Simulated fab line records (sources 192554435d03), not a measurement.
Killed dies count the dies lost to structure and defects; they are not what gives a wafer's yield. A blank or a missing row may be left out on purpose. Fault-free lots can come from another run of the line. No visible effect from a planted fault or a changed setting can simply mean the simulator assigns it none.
Matching of chambers	flow n5-finfet	rie-diel-06 running N5_DUMMY_REMOVAL_HM_STRIP_01: 4 sister chambers
The step strips SiNx in CH3F/O2, stops on poly-Si, target depth 4 nm, time 6.8 s. 14 wafers are shown with their chamber, then 7 later ones without.

## WAFERS, EACH WITH ITS CHAMBER
wafer	chamber	drypump-motor-current-A (A)	showerhead-plenum-p-Torr (Torr)	throttle-valve-pct (%)
L074.1	1	5.4	1.97	16.46
L074.5	3	5.2	2.13	15.98
L074.6	2	6.1	2.00	16.16
L076.1	0	5.6	2.10	16.37
L076.2	3	5.2	2.13	15.99
L076.3	1	5.4	1.96	16.47
L076.4	2	6.1	2.00	16.16
L076.5	2	6.0	1.99	16.16
L076.6	1	5.4	1.96	16.44
L089.2	3	5.2	2.12	16.04
L089.3	0	5.6	2.09	16.40
L089.5	3	5.2	2.12	16.04
L090.2	2	6.1	1.99	16.21
L090.5	2	6.1	1.99	16.21

SIGNATURES (means of the wafers above)
reading	chamber 0	chamber 1	chamber 2	chamber 3	scatter within a chamber
drypump-motor-current-A	5.600	5.400	6.080	5.200	0.0283
showerhead-plenum-p-Torr	2.0950	1.9633	1.9940	2.1250	0.0058
throttle-valve-pct	16.3850	16.4567	16.1800	16.0125	0.0264
Rule: a wafer lies at a distance from a chamber equal to the root of the sum of squares, over the readings, of (its reading less the chamber's mean, divided by the reading's scatter). If the next closest chamber is less than 2 further off than the closest, the wafer can't be placed; otherwise it belongs to the closest. How the scatter is found: for the shown wafers, subtract from each reading the mean of its chamber, square and add these, divide the total by (wafers less chambers), then take the root.

## WAFERS WHOSE CHAMBER IS MISSING
wafer	drypump-motor-current-A (A)	showerhead-plenum-p-Torr (Torr)	throttle-valve-pct (%)
L090.6	5.4	1.96	16.51
L093.3	6.1	1.98	16.24
L093.4	6.1	1.98	16.22
L093.6	5.6	2.09	16.43
L097.1	5.2	2.12	16.06
L097.3	5.4	1.95	16.53
L097.6	6.1	1.98	16.23

## CHAMBER TAKEN BY EACH
wafer	from the rows above	in truth
L090.6	1	1
L093.3	2	2
L093.4	2	2
L093.6	0	0
L097.1	3	3
L097.3	1	1
L097.6	2	2
Correct placement for 7 of the 7. Left unplaced by these rows: 0. Wrongly placed: 0.
